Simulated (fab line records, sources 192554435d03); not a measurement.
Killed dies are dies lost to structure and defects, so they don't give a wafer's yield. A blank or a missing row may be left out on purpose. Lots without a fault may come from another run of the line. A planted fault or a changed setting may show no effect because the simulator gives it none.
fab line records | flow n5_finfet
record lots=24 wafers=72 last_day=17
route steps=1938 shown SD_ACTIVATION@331 ILD0@338 SDB@360 HKMG_FIN@388
lots that met no fault: from a run of the same line without faults
start_h: hours from the record's first day to the start of the lot's first wafer shown | wait_h: hours since the lot's step before | " the same as in the row above | L1.1+2: a row that stands for several wafers | - no value, or no start given | * or withheld: withheld | < > ~ a bound
route shown NAME@n: a module of which the file shows steps, and the number in the route of the first | usual: mean/standard deviation of fault-free wafers | same: alike in all rows | chamber/n: place in a boat | sites: the reading at each site | _std_site: their standard deviation | _edge_site: outer sites' mean less inner sites' | radius_mm: how far each site lies from the wafer's centre | mask NAME#n: copy n | behind: the tool/chamber that last shaped the wafer | hold: why the lot was held/for how many hours/how that ended | device: the transistor (n, p or np) that didn't switch | end of line: the same wafers' tests at the end of the route | a step without rows: its recipe alone | killed: dies lost to structure and defects at the first sort, not the wafer's yield | map: a wafer's dies, x killed, . not, _ none there
set.NAME: the setting as run; set.NAME@STEP: as run at that earlier step | model.NAME: the simulator's own value behind a step, which no gauge read
steps of the route over a sample of lots; a table a step, a row a wafer
services: from which hour (start_h, from the record's first day; less than 0 if before it) a tool's chamber was out of use, for how many hours, and why
## steps
# step N5_SD_ACTIVATION_LSA_01
# recipe temp_c=1080 time_s=0.0008 ambient=N2
# usual wafer_temp_C_max=1085.3/1
# same time_s=0.0008
# columns lot.wafer tool chamber start_h wait_h wafer_temp_C_max
L074.1 laser_anneal-01 0 57.70 0.2 1086.9
L074.2 " 0 " " 1085.8
L074.3 " 0 " " 1087.5
L075.2 laser_anneal-02 0 63.39 0.2 1084.0
L075.3 " 0 " " 1086.1
L075.6 " 0 " " 1086.3
L076.2 laser_anneal-01 0 70.83 0.2 1085.2
L076.5 " 0 " " 1086.2
L076.6 " 0 " " 1085.9
L077.1 laser_anneal-02 0 76.91 0.2 1084.6
L077.2 " 0 " " 1086.4
L077.5 " 0 " " 1083.7
L078.2 laser_anneal-01 0 79.63 0.2 1085.7
L078.4 " 0 " " 1085.3
L078.6 " 0 " " 1085.6
L079.1 laser_anneal-02 0 87.87 0.2 1083.7
L079.2 " 0 " " 1083.6
L079.4 " 0 " " 1083.8
L080.2 laser_anneal-01 0 92.86 0.2 1086.5
L080.3 " 0 " " 1084.7
L080.6 " 0 " " 1086.2
L081.1 laser_anneal-02 0 99.39 0.2 1085.4
L081.3 " 0 " " 1084.6
L081.6 " 0 " " 1083.9
L082.2 laser_anneal-01 0 109.36 0.2 1086.3
L082.3 " 0 " " 1085.8
L082.6 " 0 " " 1084.7
L083.3 laser_anneal-02 0 114.41 0.2 1085.9
L083.4 " 0 " " 1083.7
L083.5 " 0 " " 1083.2
L084.1 laser_anneal-01 0 117.64 0.2 1086.0
L084.2 " 0 " " 1086.1
L084.4 " 0 " " 1084.5
L086.2 laser_anneal-02 0 129.91 0.2 1084.7
L086.3 " 0 " " 1083.5
L086.4 " 0 " " 1084.3
L085.1 laser_anneal-01 0 133.45 0.2 1084.8
L085.4 " 0 " " 1087.5
L085.5 " 0 " " 1087.4
L087.4 laser_anneal-02 0 140.47 0.2 1084.3
L087.5 " 0 " " 1085.4
L087.6 " 0 " " 1086.9
L088.2 laser_anneal-01 0 141.52 0.2 1086.5
L088.4 " 0 " " 1083.9
L088.6 " 0 " " 1084.1
L089.2 laser_anneal-02 0 148.42 0.2 1085.8
L089.3 " 0 " " 1084.3
L089.6 " 0 " " 1085.0
L090.4 laser_anneal-01 0 156.23 0.2 1085.8
L090.5 " 0 " " 1086.2
L090.6 " 0 " " 1085.2
L091.1 laser_anneal-02 0 160.94 0.2 1084.6
L091.4 " 0 " " 1084.5
L091.5 " 0 " " 1084.8
L092.1 laser_anneal-01 0 168.13 0.2 1086.5
L092.2 " 0 " " 1084.1
L092.4 " 0 " " 1085.3
L093.1 laser_anneal-02 0 172.82 0.2 1085.1
L093.3 " 0 " " 1085.4
L093.4 " 0 " " 1087.7
L094.4 laser_anneal-01 0 176.44 0.2 1087.1
L094.5 " 0 " " 1086.0
L094.6 " 0 " " 1086.2
L095.2 laser_anneal-02 0 186.27 0.2 1084.0
L095.3 " 0 " " 1084.4
L095.5 " 0 " " 1084.5
L096.1 laser_anneal-01 0 193.16 0.2 1086.2
L096.2 " 0 " " 1086.5
L096.3 " 0 " " 1085.2
L097.3 laser_anneal-02 0 197.23 0.2 1085.1
L097.4 " 0 " " 1085.0
L097.6 " 0 " " 1085.9
# step N5_ILD0_CMP_03
# recipe stop_on=SiNx t_overpolish_s=1.9 post_cmp_clean=alkaline_brush down_force_psi=4.1491 platen_rpm=51.796 pad_velocity_m_s=1.0306 target_thk_nm=197.38
# usual motor_current_A=11.9/1 overpolish_run_s=1.900/0.009 pad_life_wafers=1050/580 slurry_flow_ml_min=149.9/0.51 time_to_endpoint_s=71/5.7
# columns lot.wafer tool chamber start_h wait_h motor_current_A overpolish_run_s pad_life_wafers slurry_flow_ml_min time_to_endpoint_s
L074.1 cmp-04 2 60.68 0.1 11.5 1.902 49 150.2 63
L074.2 " 3 " " 10.8 1.906 50 150.4 62
L074.3 " 0 " " 12.9 1.913 51 149.0 67
L075.2 cmp-04 1 66.53 0.0 11.5 1.901 96 149.8 65
L075.3 " 0 " " 13.3 1.909 99 150.2 69
L075.6 " 1 " " 11.6 1.904 - 149.1 62
L076.2 cmp-04 2 73.91 0.2 12.3 1.901 157 149.3 64
L076.5 " 1 " " 11.3 1.910 - 149.9 65
L076.6 " 2 " " 12.3 1.902 - 150.0 67
L077.1 cmp-04 2 79.98 0.2 13.2 1.874 198 149.3 67
L077.2 " 1 " " 11.3 1.903 201 150.2 65
L077.5 " 2 " " 12.5 1.901 - 149.6 67
L078.4 cmp-04 1 82.53 0.0 11.0 1.905 228 149.2 66
L078.2 " 3 " " 10.9 1.901 230 150.1 66
L078.6 " 1 " " 11.5 1.896 - 149.6 67
L079.1 cmp-01 2 90.82 0.0 10.7 1.911 1332 151.1 77
L079.2 " 3 " " 12.8 1.906 1333 150.6 73
L079.4 " 0 " " 10.6 1.913 1334 149.5 71
L080.2 cmp-02 3 96.64 0.1 11.6 1.889 1004 150.2 67
L080.3 " 0 " " 12.8 1.902 1005 149.5 72
L080.6 " 1 " " 13.1 1.906 - 150.5 72
L081.1 cmp-02 3 102.42 0.0 11.6 1.908 1038 149.9 69
L081.3 " 1 " " 13.7 1.888 1040 149.9 75
L081.6 " 0 " " 12.9 1.902 - 149.1 73
L082.2 cmp-01 1 112.33 0.1 10.5 1.901 1508 149.4 79
L082.3 " 2 " " 11.0 1.902 1509 150.7 79
L082.6 " 3 " " 11.4 1.896 - 150.3 80
L083.4 cmp-02 3 117.32 0.1 11.7 1.884 1171 149.9 66
L083.3 " 0 " " 13.1 1.891 1172 149.6 64
L083.5 " 2 " " 13.4 1.899 - 149.4 67
L084.1 cmp-01 0 120.59 0.0 10.2 1.915 1572 149.8 74
L084.4 " 1 " " 10.3 1.898 1573 149.7 79
L084.2 " 2 " " 10.6 1.901 1574 149.4 77
L086.3 cmp-04 0 132.86 0.1 13.1 1.890 625 151.7 78
L086.4 " 1 " " 10.9 1.880 626 149.9 72
L086.2 " 2 " " 12.1 1.887 627 149.2 71
L085.4 cmp-04 3 136.45 0.1 11.3 1.908 638 149.6 72
L085.1 " 0 " " 13.6 1.891 639 150.2 75
L085.5 " 2 " " 11.6 1.907 - 149.9 70
L087.4 cmp-01 0 143.49 0.1 10.8 1.888 1754 150.6 78
L087.6 " 2 " " 10.6 1.906 - 150.8 82
L087.5 " 3 " " 12.0 1.897 - 149.7 80
L088.2 cmp-01 2 144.45 0.1 10.8 1.898 1765 150.8 78
L088.4 " 0 " " 10.9 1.904 1767 149.6 81
L088.6 " 1 " " 10.5 1.883 - 149.2 81
L089.2 cmp-02 3 151.32 0.0 12.2 1.887 1428 149.2 70
L089.3 " 2 " " 12.6 1.879 1431 150.1 73
L089.6 " 0 " " 12.7 1.903 - 149.8 77
L090.4 cmp-04 2 159.19 0.1 12.7 1.892 860 149.5 72
L090.5 " 0 " " 13.1 1.911 - 150.0 74
L090.6 " 1 " " 11.3 1.906 - 149.5 70
L091.1 cmp-04 0 163.91 0.1 13.4 1.911 901 150.4 70
L091.4 " 2 " " 12.8 1.899 903 150.3 69
L091.5 " 0 " " 12.6 1.892 - 149.9 71
L092.4 cmp-01 0 171.10 0.1 10.5 1.900 1969 149.6 85
L092.1 " 1 " " 10.4 1.907 1970 150.5 85
L092.2 " 2 " " 11.2 1.900 1971 149.2 83
L093.1 cmp-04 3 175.75 0.0 11.1 1.900 990 149.4 72
L093.3 " 0 " " 12.9 1.888 991 149.8 73
L093.4 " 2 " " 12.2 1.910 993 150.0 73
L094.4 cmp-02 2 179.64 0.0 13.6 1.895 1686 150.3 68
L094.6 " 2 " " 13.1 1.909 - 149.9 69
L094.5 " 3 " " 12.2 1.891 - 149.1 66
L095.2 cmp-02 2 189.32 0.1 12.9 1.905 1777 150.0 70
L095.3 " 0 " " 12.3 1.899 1779 149.7 71
L095.5 " 1 " " 13.2 1.885 - 150.7 75
L096.1 cmp-04 0 196.11 0.0 13.1 1.893 1194 150.6 70
L096.3 " 1 " " 11.2 1.890 1195 150.2 68
L096.2 " 2 " " 12.7 1.895 1196 149.4 71
L097.3 cmp-04 0 200.65 0.0 13.1 1.904 1230 149.7 72
L097.4 " 1 " " 11.5 1.904 1231 150.1 66
L097.6 " 0 " " 13.1 1.901 - 149.8 70
# step N5_ILD0_THK_MEAS_08
# usual thk_nm=138.9/1.1
# columns lot.wafer tool chamber start_h wait_h thk_nm
L074.1 film_metro-01 - 61.26 - 140.2
L074.2 " - " " 140.1
L074.3 " - " " 139.5
L075.2 film_metro-01 - 67.15 - 139.5
L075.3 " - " " 138.7
L075.6 " - " " 138.0
L076.2 film_metro-01 - 74.49 - 138.7
L076.5 " - " " 137.2
L076.6 " - " " 137.0
L077.1 film_metro-02 - 80.60 - 138.3
L077.2 " - " " 138.3
L077.5 " - " " 139.8
L078.2 film_metro-01 - 83.15 - 138.4
L078.4 " - " " 138.4
L078.6 " - " " 139.3
L079.1 film_metro-01 - 91.45 - 138.1
L079.2 " - " " 138.7
L079.4 " - " " 137.8
L080.2 film_metro-01 - 97.18 - 140.0
L080.3 " - " " 139.7
L080.6 " - " " 138.0
L081.1 film_metro-02 - 103.04 - 137.2
L081.3 " - " " 139.4
L081.6 " - " " 137.8
L082.2 film_metro-01 - 112.88 - 139.7
L082.3 " - " " 137.6
L082.6 " - " " 139.7
L083.3 film_metro-01 - 117.91 - 139.8
L083.4 " - " " 139.1
L083.5 " - " " 138.5
L084.1 film_metro-01 - 121.21 - 139.0
L084.2 " - " " 138.5
L084.4 " - " " 137.6
L086.2 film_metro-01 - 133.44 - 139.2
L086.3 " - " " 140.1
L086.4 " - " " 138.4
L085.1 film_metro-01 - 136.99 - 137.2
L085.4 " - " " 137.6
L085.5 " - " " 137.0
L087.4 film_metro-02 - 144.04 - 139.9
L087.5 " - " " 141.2
L087.6 " - " " 140.3
L088.2 film_metro-02 - 145.03 - 137.8
L088.4 " - " " 137.2
L088.6 " - " " 138.4
L089.2 film_metro-02 - 151.93 - 141.1
L089.3 " - " " 139.2
L089.6 " - " " 138.0
L090.4 film_metro-01 - 159.74 - 139.4
L090.5 " - " " 142.2
L090.6 " - " " 140.2
L091.1 film_metro-02 - 164.49 - 139.6
L091.4 " - " " 139.4
L091.5 " - " " 138.6
L092.1 film_metro-01 - 171.68 - 138.7
L092.2 " - " " 140.4
L092.4 " - " " 139.2
L093.1 film_metro-02 - 176.37 - 138.1
L093.3 " - " " 138.4
L093.4 " - " " 137.8
L094.4 film_metro-02 - 180.26 - 140.5
L094.5 " - " " 140.2
L094.6 " - " " 139.7
L095.2 film_metro-02 - 189.90 - 138.5
L095.3 " - " " 138.0
L095.5 " - " " 137.8
L096.1 film_metro-02 - 196.73 - 140.8
L096.2 " - " " 139.7
L096.3 " - " " 139.6
L097.3 film_metro-02 - 201.27 - 140.5
L097.4 " - " " 138.3
L097.6 " - " " 137.1
# step N5_SDB_ETCH_17
# recipe chemistry=CF4 target=SiARC target_depth_a=234 mask_material=CAR-ArF time_s=39 ion_energy_ev=80 pressure_mtorr=40 source_w=545 bias_w=36 Ar_flow_sccm=100 cf4_flow_sccm=100 ends=cleared
# usual drypump_motor_current_A=5.9/0.36 etch_rf_on_time_s=39.2/1.1 oes_product_au=0.67/0.081 rf_fwd_power_W=536/3.2 rf_vpp_V=184.1/1.1 showerhead_plenum_p_Torr=2.15/0.059 throttle_valve_pct=15.74/0.24
# columns lot.wafer tool chamber start_h wait_h drypump_motor_current_A etch_rf_on_time_s oes_product_au rf_fwd_power_W rf_hours_counter_h rf_vpp_V showerhead_plenum_p_Torr throttle_valve_pct
L074.1 rie_diel-01 2 65.18 0.0 6.5 40.2 0.60 531 211 185.5 2.21 15.69
L074.2 " 1 " " 5.8 40.0 0.58 534 231 185.0 2.20 15.79
L074.3 " 0 " " 5.9 40.8 0.63 538 166 184.3 2.05 15.91
L075.2 rie_diel-01 2 71.95 0.0 6.5 39.6 0.60 527 214 185.3 2.21 15.70
L075.3 " 3 " " 5.6 38.0 0.73 534 80 184.4 2.18 15.85
L075.6 " 0 " " 5.9 40.9 0.62 536 - 184.1 2.05 15.90
L076.2 rie_diel-01 3 79.06 0.0 5.6 38.4 0.71 537 83 184.7 2.18 15.86
L076.5 " 0 " " 5.9 40.8 0.63 537 - 183.6 2.05 15.91
L076.6 " 3 " " 5.6 37.9 0.72 536 - 184.3 2.18 15.84
L077.1 rie_diel-02 3 84.44 0.0 5.6 39.2 0.63 536 181 185.3 2.22 15.67
L077.2 " 2 " " 6.0 38.7 0.71 537 64 184.0 2.18 15.32
L077.5 " 1 " " 6.3 38.4 0.82 537 - 184.6 2.20 15.59
L078.2 rie_diel-04 1 87.04 0.0 6.6 40.0 0.74 540 38 182.6 2.09 15.43
L078.4 " 1 " " 6.5 39.9 0.74 539 - 184.4 2.09 15.44
L078.6 " 2 " " 5.4 39.2 0.59 537 - 183.5 2.22 15.92
L079.1 rie_diel-04 2 95.81 0.0 5.4 39.4 0.59 534 212 183.7 2.22 15.91
L079.2 " 3 " " 5.2 39.5 0.61 542 207 183.1 2.12 15.99
L079.4 " 3 " " 5.2 39.3 0.62 541 - 183.9 2.12 16.00
L080.2 rie_diel-01 3 101.28 0.0 5.6 38.5 0.72 539 91 184.5 2.17 15.88
L080.3 " 0 " " 5.9 41.5 0.61 537 180 181.5 2.05 15.92
L080.6 " 0 " " 5.9 41.5 0.61 537 - 184.8 2.05 15.94
L081.1 rie_diel-01 2 107.68 0.0 6.5 39.1 0.60 534 227 184.0 2.20 15.70
L081.3 " 1 " " 5.8 39.4 0.58 534 247 183.8 2.19 15.82
L081.6 " 2 " " 6.5 39.2 0.60 532 - 185.1 2.20 15.70
L082.2 rie_diel-01 0 116.92 0.0 5.9 41.3 0.61 537 185 182.6 2.04 15.94
L082.3 " 1 " " 5.8 40.5 0.57 537 249 183.9 2.19 15.82
L082.6 " 3 " " 5.6 37.7 0.72 540 - 183.4 2.17 15.88
L083.3 rie_diel-01 3 122.93 0.0 5.6 38.0 0.71 539 99 183.8 2.17 15.88
L083.4 " 0 " " 5.9 40.8 0.61 538 - 181.9 2.04 15.94
L083.5 " 2 " " 6.5 40.0 0.59 527 - 183.5 2.20 15.74
L084.1 rie_diel-01 3 125.89 0.0 5.6 38.0 0.70 535 101 184.0 2.17 15.88
L084.2 " 2 " " 6.5 39.9 0.59 529 235 184.9 2.20 15.73
L084.4 " 0 " " 5.9 41.1 0.61 533 - 182.7 2.04 15.96
L086.2 rie_diel-01 3 137.41 0.0 5.6 37.5 0.70 539 109 183.2 2.17 15.90
L086.3 " 2 " " 6.4 39.9 0.59 531 242 184.3 2.20 15.75
L086.4 " 3 " " 5.6 37.8 0.70 538 - 183.0 2.17 15.92
L085.1 rie_diel-02 0 140.87 0.0 5.9 38.2 0.66 531 149 184.4 2.13 15.67
L085.4 " 3 " " 5.6 39.7 0.61 534 202 183.6 2.21 15.72
L085.5 " 2 " " 6.0 39.1 0.68 539 - 183.3 2.17 15.37
L087.4 rie_diel-04 3 147.89 0.0 5.2 39.8 0.60 537 221 184.5 2.12 16.02
L087.5 " 3 " " 5.2 39.8 0.61 536 - 183.5 2.11 16.03
L087.6 " 2 " " 5.4 39.5 0.59 535 - 184.6 2.22 15.95
L088.2 rie_diel-01 2 148.85 0.0 6.4 39.9 0.59 533 248 184.8 2.19 15.75
L088.4 " 0 " " 5.9 40.8 0.61 540 203 182.8 2.04 15.97
L088.6 " 3 " " 5.6 38.0 0.70 537 - 185.5 2.17 15.91
L089.2 rie_diel-02 3 155.71 0.0 5.6 39.3 0.61 537 208 185.2 2.21 15.73
L089.3 " 0 " " 5.9 38.1 0.65 532 154 186.6 2.12 15.68
L089.6 " 1 " " 6.3 38.4 0.76 539 - 183.9 2.19 15.63
L090.4 rie_diel-01 0 163.77 0.0 5.9 41.0 0.60 537 - 181.2 2.04 15.98
L090.5 " 1 " " 5.8 38.5 0.82 530 - 184.9 2.19 15.39
L090.6 " 3 " " 5.6 37.9 0.69 537 - 183.2 2.16 15.91
L091.1 rie_diel-04 2 168.89 0.0 5.4 39.3 0.58 538 231 184.9 2.21 15.97
L091.4 " 1 " " 6.6 39.3 0.72 537 58 183.2 2.08 15.47
L091.5 " 0 " " 5.9 37.5 0.80 534 - 184.7 2.18 15.00
L092.1 rie_diel-01 3 175.41 0.0 5.6 37.8 0.69 538 126 182.7 2.16 15.95
L092.2 " 2 " " 6.5 39.4 0.85 529 2 184.7 2.19 15.28
L092.4 " 0 " " 5.9 40.5 0.61 538 214 181.5 2.04 15.99
L093.1 rie_diel-01 3 180.66 0.0 5.6 38.0 0.69 538 127 183.1 2.16 15.94
L093.3 " 1 " " 5.8 38.4 0.81 534 15 186.5 2.18 15.39
L093.4 " 2 " " 6.4 39.3 0.83 530 4 184.5 2.19 15.27
L094.4 rie_diel-01 1 184.57 0.0 5.8 38.1 0.81 533 16 183.7 2.18 15.38
L094.5 " 1 " " 5.8 38.3 0.82 532 - 184.2 2.18 15.38
L094.6 " 2 " " 6.5 38.9 0.82 532 - 184.6 2.19 15.30
L095.2 rie_diel-02 0 193.83 0.0 5.9 38.8 0.63 532 168 184.8 2.12 15.72
L095.3 " 1 " " 6.3 38.5 0.73 541 39 185.6 2.18 15.62
L095.5 " 0 " " 5.9 38.8 0.63 535 - 184.7 2.12 15.71
L096.1 rie_diel-01 0 200.52 0.0 5.9 40.7 0.60 536 222 182.2 2.03 16.00
L096.2 " 2 " " 6.4 39.2 0.81 533 11 184.8 2.19 15.31
L096.3 " 3 " " 5.6 37.8 0.68 537 134 181.8 2.16 15.96
L097.3 rie_diel-02 0 205.03 0.0 5.9 38.4 0.64 529 170 183.7 2.12 15.73
L097.4 " 3 " " 5.6 39.6 0.60 537 226 184.6 2.21 15.77
L097.6 " 1 " " 6.3 38.3 0.74 539 - 185.7 2.18 15.65
# step N5_SDB_HM_OPEN_20
# recipe chemistry=CH3F/O2 target=SiNx mask_material=SOC target_depth_a=240 stop_on=poly-Si over_etch_frac=0.4 ion_energy_ev=120 pressure_mtorr=30 source_w=395 bias_w=73 Ar_flow_sccm=150 CH3F_flow_sccm=30 O2_flow_sccm=20
# usual drypump_motor_current_A=5.9/0.36 oes_product_au=0.65/0.071 rf_fwd_power_W=392.3/1.6 rf_vpp_V=299/4.9 showerhead_plenum_p_Torr=2.01/0.06 throttle_valve_pct=16.46/0.23
# columns lot.wafer tool chamber start_h wait_h drypump_motor_current_A oes_product_au rf_fwd_power_W rf_hours_counter_h rf_vpp_V showerhead_plenum_p_Torr throttle_valve_pct
L074.1 rie_diel-01 2 65.37 0.0 6.4 0.60 390.4 211 306 2.06 16.39
L074.2 " 1 " " 5.8 0.56 393.4 231 299 2.06 16.53
L074.3 " 0 " " 5.9 0.62 392.5 167 294 1.90 16.58
L075.2 rie_diel-01 2 72.15 0.0 6.5 0.59 390.8 214 307 2.06 16.39
L075.3 " 3 " " 5.6 0.69 394.0 80 303 2.04 16.59
L075.6 " 0 " " 5.9 0.63 392.0 - 294 1.90 16.57
L076.2 rie_diel-01 3 79.25 0.0 5.6 0.69 392.8 83 302 2.04 16.61
L076.5 " 0 " " 5.9 0.62 393.1 - 295 1.90 16.60
L076.6 " 3 " " 5.6 0.70 393.2 - 303 2.04 16.62
L077.1 rie_diel-02 3 84.64 0.0 5.6 0.61 391.1 181 304 2.08 16.39
L077.2 " 2 " " 6.0 0.68 393.2 64 291 2.03 15.99
L077.5 " 1 " " 6.2 0.78 394.3 - 294 2.06 16.34
L078.2 rie_diel-04 1 87.24 0.0 6.6 0.71 393.8 38 293 1.95 16.22
L078.4 " 1 " " 6.6 0.73 393.6 - 293 1.95 16.21
L078.6 " 2 " " 5.4 0.57 391.3 - 297 2.07 16.60
L079.1 rie_diel-04 2 96.10 0.0 5.4 0.57 391.9 212 297 2.07 16.63
L079.2 " 3 " " 5.2 0.60 394.0 207 300 1.98 16.69
L079.4 " 3 " " 5.2 0.61 392.3 - 299 1.98 16.70
L080.2 rie_diel-01 3 101.47 0.0 5.6 0.67 392.5 91 303 2.03 16.62
L080.3 " 0 " " 5.9 0.62 394.1 181 294 1.90 16.62
L080.6 " 0 " " 6.0 0.62 393.9 - 295 1.90 16.60
L081.1 rie_diel-01 2 107.87 0.0 6.5 0.58 391.1 227 306 2.06 16.43
L081.3 " 1 " " 5.8 0.56 390.6 247 298 2.05 16.58
L081.6 " 2 " " 6.5 0.58 388.4 - 306 2.06 16.43
L082.2 rie_diel-01 0 117.11 0.0 5.9 0.61 394.2 185 295 1.90 16.63
L082.3 " 1 " " 5.8 0.56 390.9 249 297 2.05 16.55
L082.6 " 3 " " 5.6 0.68 394.0 - 303 2.03 16.64
L083.3 rie_diel-01 3 123.12 0.0 5.6 0.66 392.3 99 302 2.03 16.66
L083.4 " 0 " " 5.9 0.61 394.7 - 294 1.90 16.62
L083.5 " 2 " " 6.4 0.58 390.0 - 306 2.06 16.43
L084.1 rie_diel-01 3 126.09 0.0 5.6 0.66 392.5 102 303 2.03 16.65
L084.2 " 2 " " 6.5 0.58 390.0 235 307 2.05 16.45
L084.4 " 0 " " 5.9 0.60 391.9 - 296 1.90 16.62
L086.2 rie_diel-01 3 137.60 0.0 5.6 0.67 391.9 109 305 2.03 16.66
L086.3 " 2 " " 6.4 0.58 389.6 243 307 2.05 16.45
L086.4 " 3 " " 5.6 0.67 392.3 - 304 2.03 16.66
L085.1 rie_diel-02 0 141.06 0.0 5.9 0.62 389.7 149 293 1.99 16.46
L085.4 " 3 " " 5.6 0.60 391.8 202 306 2.07 16.44
L085.5 " 2 " " 6.0 0.66 392.7 - 290 2.02 16.02
L087.4 rie_diel-04 3 148.08 0.0 5.2 0.59 394.1 221 298 1.97 16.74
L087.5 " 3 " " 5.2 0.59 392.9 - 300 1.97 16.74
L087.6 " 2 " " 5.4 0.56 393.0 - 298 2.07 16.64
L088.2 rie_diel-01 2 149.05 0.0 6.4 0.56 389.1 248 306 2.05 16.47
L088.4 " 0 " " 5.9 0.61 392.5 203 295 1.89 16.64
L088.6 " 3 " " 5.6 0.66 392.7 - 303 2.03 16.68
L089.2 rie_diel-02 3 155.91 0.0 5.6 0.59 393.5 208 305 2.07 16.46
L089.3 " 0 " " 5.9 0.62 392.1 154 295 1.99 16.47
L089.6 " 1 " " 6.3 0.71 393.2 - 293 2.05 16.39
L090.4 rie_diel-01 0 163.97 0.0 5.9 0.60 392.6 - 294 1.89 16.68
L090.5 " 1 " " 5.8 0.78 392.9 - 299 2.05 16.16
L090.6 " 3 " " 5.6 0.66 393.8 - 302 2.02 16.67
L091.1 rie_diel-04 2 169.08 0.0 5.4 0.56 392.5 231 295 2.06 16.65
L091.4 " 1 " " 6.6 0.70 393.5 58 293 1.94 16.24
L091.5 " 0 " " 5.9 0.79 391.5 - 293 2.04 15.79
L092.1 rie_diel-01 3 175.60 0.0 5.6 0.64 393.0 126 304 2.02 16.70
L092.2 " 2 " " 6.5 0.80 391.0 2 305 2.05 16.01
L092.4 " 0 " " 5.9 0.59 394.2 214 295 1.89 16.67
L093.1 rie_diel-01 3 180.85 0.0 5.6 0.64 393.3 127 305 2.02 16.69
L093.3 " 1 " " 5.8 0.77 390.7 15 300 2.05 16.15
L093.4 " 2 " " 6.5 0.80 390.5 4 306 2.05 16.03
L094.4 rie_diel-01 1 184.76 0.0 5.8 0.76 391.3 17 299 2.05 16.18
L094.5 " 1 " " 5.8 0.76 391.0 - 299 2.05 16.18
L094.6 " 2 " " 6.5 0.78 390.7 - 305 2.05 16.01
L095.2 rie_diel-02 0 194.03 0.0 5.8 0.60 390.4 168 294 1.99 16.50
L095.3 " 1 " " 6.3 0.71 391.9 39 293 2.05 16.42
L095.5 " 0 " " 5.9 0.62 389.3 - 294 1.99 16.50
L096.1 rie_diel-01 0 200.72 0.0 5.9 0.58 389.5 222 294 1.89 16.69
L096.2 " 2 " " 6.4 0.76 390.1 11 306 2.05 16.02
L096.3 " 3 " " 5.6 0.64 394.6 134 302 2.02 16.71
L097.3 rie_diel-02 0 205.22 0.0 5.9 0.61 389.4 170 296 1.99 16.50
L097.4 " 3 " " 5.7 0.59 389.1 226 305 2.06 16.49
L097.6 " 1 " " 6.3 0.69 393.8 - 294 2.05 16.43
# step N5_HKMG_FIN_ALD_74
# recipe material=La2O3 target_thk_a=5 temp_c=250 ald_precursor_family=La-Cp ald_co_reactant=O3 pulse_time_s=6 co_reactant_pulse_time_s=1 purge_time_s=3 co_reactant_purge_time_s=3
# usual heater_power_w=381/48 precursor_pulse_height_rel=1.001/0.02
# same co_reactant_purge_time_s=3
# columns lot.wafer tool chamber start_h wait_h heater_power_w precursor_pulse_height_rel
L074.1 ald_hk-01 1 70.64 0.2 393 0.996
L074.2 " 3 " " 415 0.995
L074.3 " 0 " " 439 1.024
L075.2 ald_hk-02 0 78.18 0.2 410 1.014
L075.3 " 1 " " 311 0.981
L075.6 " 2 " " 396 0.993
L076.2 ald_hk-02 3 84.60 0.2 339 0.999
L076.5 " 3 " " 334 1.044
L076.6 " 2 " " 383 1.049
L077.1 ald_hk-01 0 89.66 0.2 430 0.994
L077.2 " 2 " " 331 0.990
L077.5 " 0 " " 444 1.036
L078.2 ald_hk-01 1 92.01 0.2 377 0.980
L078.4 " 0 " " 445 1.003
L078.6 " 0 " " 450 1.034
L079.1 ald_hk-01 2 101.20 0.2 338 1.028
L079.2 " 3 " " 433 1.006
L079.4 " 0 " " 451 1.018
L080.2 ald_hk-01 1 106.17 0.2 376 0.995
L080.3 " 0 " " 448 1.010
L080.6 " 2 " " 340 1.020
L081.1 ald_hk-01 2 112.60 0.2 338 0.983
L081.3 " 3 " " 426 0.984
L081.6 " 3 " " 428 0.994
L082.2 ald_hk-01 2 122.23 0.2 336 0.989
L082.3 " 0 " " 441 1.023
L082.6 " 0 " " 445 1.028
L083.3 ald_hk-03 0 129.27 0.1 401 0.974
L083.4 " 1 " " 430 0.992
L083.5 " 0 " " 391 0.988
L084.1 ald_hk-03 2 131.44 0.2 404 0.987
L084.2 " 0 " " 409 1.047
L084.4 " 3 " " 293 0.973
L086.2 ald_hk-02 0 142.55 0.2 426 1.014
L086.3 " 3 " " 332 1.015
L086.4 " 2 " " 399 0.972
L085.1 ald_hk-03 1 145.89 0.2 435 1.026
L085.4 " 0 " " 411 0.980
L085.5 " 1 " " 424 0.996
L087.4 ald_hk-02 1 152.70 0.1 321 1.003
L087.5 " 0 " " 430 0.999
L087.6 " 1 " " 307 0.997
L088.2 ald_hk-01 0 153.76 0.2 437 1.020
L088.4 " 1 " " 379 0.975
L088.6 " 3 " " 414 0.981
L089.2 ald_hk-02 3 161.02 0.2 329 1.020
L089.3 " 1 " " 312 0.989
L089.6 " 2 " " 399 1.025
L090.4 ald_hk-01 3 168.69 0.1 420 1.017
L090.5 " 1 " " 382 0.985
L090.6 " 0 " " 441 1.006
L091.1 ald_hk-03 1 173.80 0.2 422 1.005
L091.4 " 3 " " 288 0.992
L091.5 " 0 " " 409 0.990
L092.1 ald_hk-03 2 180.60 0.2 397 0.979
L092.2 " 3 " " 284 1.047
L092.4 " 1 " " 430 0.977
L093.1 ald_hk-02 1 187.87 0.2 317 0.989
L093.3 " 0 " " 433 1.012
L093.4 " 2 " " 393 1.014
L094.4 ald_hk-02 3 192.11 0.1 331 0.978
L094.5 " 1 " " 307 0.952
L094.6 " 0 " " 431 0.989
L095.2 ald_hk-02 3 198.97 0.2 322 0.958
L095.3 " 0 " " 431 1.002
L095.5 " 2 " " 395 0.998
L096.1 ald_hk-02 3 205.75 0.2 329 0.997
L096.2 " 2 " " 391 0.991
L096.3 " 1 " " 307 1.003
L097.3 ald_hk-02 2 209.92 0.1 401 1.012
L097.4 " 0 " " 422 0.996
L097.6 " 3 " " 333 1.015
## services
# columns tool chamber start_h hours kind
laser_anneal-01 - 48.87 4.4 pm
cmp-04 - 50.43 4.0 pm
cmp-04 - 54.43 - consumable_replace:conditioner
cmp-04 - 54.43 - consumable_replace:pad
rie_diel-02 - 63.58 14.6 pm
rie_diel-01 - 72.88 0.5 repair
cmp-02 - 79.13 3.5 pm
cmp-01 - 81.12 1.2 repair
ald_hk-01 - 90.05 1.8 repair
cmp-02 - 91.49 1.4 repair
rie_diel-01 1 118.84 - clean
rie_diel-01 1 118.84 - consumable_replace:focus_ring
rie_diel-01 1 118.84 22.1 scheduled_down
rie_diel-01 1 118.84 22.1 vent_cycle
cmp-04 - 128.42 0.5 repair
ald_hk-03 - 129.57 0.6 repair
rie_diel-04 3 133.21 1.2 repair
rie_diel-01 2 154.11 - clean
rie_diel-01 2 154.11 - consumable_replace:focus_ring
cmp-01 - 165.80 0.3 repair
cmp-01 - 182.22 4.0 pm
cmp-01 - 186.22 4.1 pm
laser_anneal-02 - 202.88 1.4 pm
cmp-04 - 209.70 5.9 pm
## key
fault none
